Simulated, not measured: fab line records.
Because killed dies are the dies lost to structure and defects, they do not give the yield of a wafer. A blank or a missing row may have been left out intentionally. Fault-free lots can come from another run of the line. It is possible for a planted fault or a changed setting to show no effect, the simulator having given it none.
A lot that was struck, set against a sound lot / flow n5 finfet / 41 out of 1938 route steps
Sound: wafers L370.2, L370.4, L370.6. Wafers struck: L369.3, L369.4, L369.5. The cause comes at the end.
Per side, at each step with rows, come the tool, then ch with its chambers, and then its first start. Under that, the readings that differ: sound wafers / struck wafers / difference of the means / sigmas: that difference in standard deviations of wafers without a fault.
alike: a reading whose means differ by less than 2 such deviations, as well as words and numbers matching on both sides. not compared: withheld readings; readings where some wafer has no value; bounds like >300 that might hide an equal value; numbers whose values overlap and for which the record gives no deviation.
A row with sigmas, a row that says differs or no value, or rows on one side alone: a step with any of these is where the two part. When numbers do not overlap yet have no deviation, they are printed without sigmas and do not part them. A reading that every wafer of one side lacks parts them only if that side has two wafers or more.

first, 10 steps without rows for these wafers: N5_STI_FIN_REVEAL_PRECLEAN_18 (cleans in SC2, time 45 s); N5_STI_FIN_REVEAL_SRD_28 (time 30 s); N5_DUMMY_GATE_PRECLEAN_00 (cleans in O3/DIW, time 60 s); N5_DUMMY_GATE_SRD_01 (time 30 s); N5_DUMMY_GATE_ALD_02 (deposits SiO2, target thk 2 nm, pulse time 1 s); N5_DUMMY_GATE_CVD_03 (deposits a-Si from SiH4, target thk 150 nm, time 8042 s); N5_DUMMY_GATE_PRECLEAN_46 (cleans in DIW, time 89.5 s); N5_DUMMY_GATE_SRD_47 (dry time 32 s); N5_DUMMY_GATE_CMP_04 (polishes a-Si); N5_DUMMY_GATE_HM_DEP_06 (deposits SiNx from DCS/NH3, target thk 80 nm, time 5141 s).
N5_DUMMY_GATE_PECVD_30: deposits SiO2 from TEOS/O2, target thk 55 nm, time 10.8 s.
  sound on pecvd-02 ch 1,2, day 8 14:47; struck on pecvd-04 ch 1,2, day 8 10:01
then, 9 steps without rows for these wafers: N5_DUMMY_GATE_COAT_34 (time 60 s, resist thk 60 nm); N5_DUMMY_GATE_COAT_35 (time 60 s, resist thk 10 nm); N5_DUMMY_GATE_COAT_28 (time 60 s, resist thk 10 nm); N5_DUMMY_GATE_COAT_09 (resist thk 30 nm); N5_DUMMY_GATE_EBR_11; N5_DUMMY_GATE_SOFTBAKE_10 (time 60 s); N5_DUMMY_GATE_EXPOSE_12 (exposes mask GATE, target cd 25 nm); N5_DUMMY_GATE_PEB_13 (peb time 60 s); N5_DUMMY_GATE_DEVELOP_14 (develop time 30 s).
N5_DUMMY_GATE_INSPECT_17: inspects for defects (brightfield).
  sound on defect inspect-01 at day 8 15:13; struck on defect inspect-02 at day 8 10:33
reading=raw defect count; sound=211 168 197; struck=1204 1178 1296; difference=+1034; sigmas=+22
then, 15 steps without rows for these wafers: N5_DUMMY_GATE_DESCUM_20 (chemistry O2, time 6.2 s); N5_DUMMY_GATE_ETCH_29 (etches underlayer in N2/H2, target depth 13 nm); N5_DUMMY_GATE_ETCH_36 (etches SiARC in CF4, target depth 13 nm); N5_DUMMY_GATE_ETCH_37 (etches SOC in N2/H2, target depth 60 nm, overetch 30 nm); N5_DUMMY_GATE_STRIP_38 (strips in N2/H2); N5_DUMMY_GATE_STRIP_39 (strips in N2/H2); N5_DUMMY_GATE_TRIM_49 (chemistry O2, time 29 s, target cd 14 nm); N5_DUMMY_GATE_STRIP_40 (strips in CF4); N5_DUMMY_GATE_ETCH_31 (etches SiO2 in C4F6/O2, target depth 82.5 nm, time 27.5 s); N5_DUMMY_GATE_STRIP_41 (strips in O2); N5_DUMMY_GATE_HM_OPEN_21 (chemistry CH3F/O2, target SiNx, target depth 120 nm, time 171.4 s); N5_DUMMY_GATE_ETCH_32 (etches SiO2 in CF4, target depth 3.5 nm, time 3.9 s); N5_DUMMY_GATE_ETCH_23 (etches poly-Si in HBr/Cl2/O2, target depth 41 nm, time 22.3 s); N5_DUMMY_GATE_ETCH_44 (etches poly-Si in HBr/O2, stops on SiO2, target depth 127.5 nm); N5_DUMMY_GATE_ETCH_42 (etches SiO2 in CHF3/O2, target depth 3.5 nm, time 31 s).
N5_DUMMY_GATE_INSPECT_27: inspects for defects (brightfield).
  sound on defect inspect-01 at day 8 16:29; struck on defect inspect-01 at day 8 12:02
reading=raw defect count; sound=326 269 284; struck=1294 1276 1415; difference=+1035; sigmas=+15
N5_SPACER0_INSPECT_04: inspects for defects (darkfield).
  sound on defect inspect-01 at day 8 21:06; struck on defect inspect-02 at day 8 13:00
reading=raw defect count; sound=149 102 130; struck=1121 1097 1150; difference=+996; sigmas=+33
N5_SD_EPI_N_INSPECT_11: inspects for defects (macro).
  sound on defect inspect-02 at day 8 21:26; struck on defect inspect-02 at day 8 13:27
reading=raw defect count; sound=5 0 2; struck=>300 >300 >300; difference=differs; sigmas=
-- record jumps: 5 days separate the struck wafers' starts on either side; left off in module SD_EPI_N, taken up again in module BEOL_M4, whose first shown step is the route's number 1111 --
N5_BEOL_M4_RC_MEAS_101:
  sound on prober-01 ch 0, day 13 10:15; struck on prober-02 ch 0, day 13 10:29
reading=DIBL_N (mV/V); sound=32.8 34.1 35.7; struck=40.3 40.2 36.1; difference=+4.7; sigmas=+3
reading=IOFF_N (nA/um); sound=0.12 0.14 0.15; struck=0.24 0.24 0.14; difference=+0.07; sigmas=+2
reading=ION_N (uA/um); sound=669 660 671; struck=693 703 676; difference=+24; sigmas=+2
  alike: DIBL_P, IOFF_P, ION_P, SS_N, SS_P, VT_N, VT_P
-- a jump in the record: the struck wafers' starts before and after are 4 days apart (it breaks off in module BEOL_M4 and resumes in module PASSIVATION, where the first step shown is number 1936 of the route) --
N5_PASSIVATION_PROBE_49:
  rows exist in the record for the struck wafers here (prober-01, day 17 08:59), but not for the sound ones

== WHERE THEY PART ==
At N5_DUMMY_GATE_INSPECT_17 first; at N5_PASSIVATION_PROBE_49 last (within this record only).

WHY: the cause the simulator had injected
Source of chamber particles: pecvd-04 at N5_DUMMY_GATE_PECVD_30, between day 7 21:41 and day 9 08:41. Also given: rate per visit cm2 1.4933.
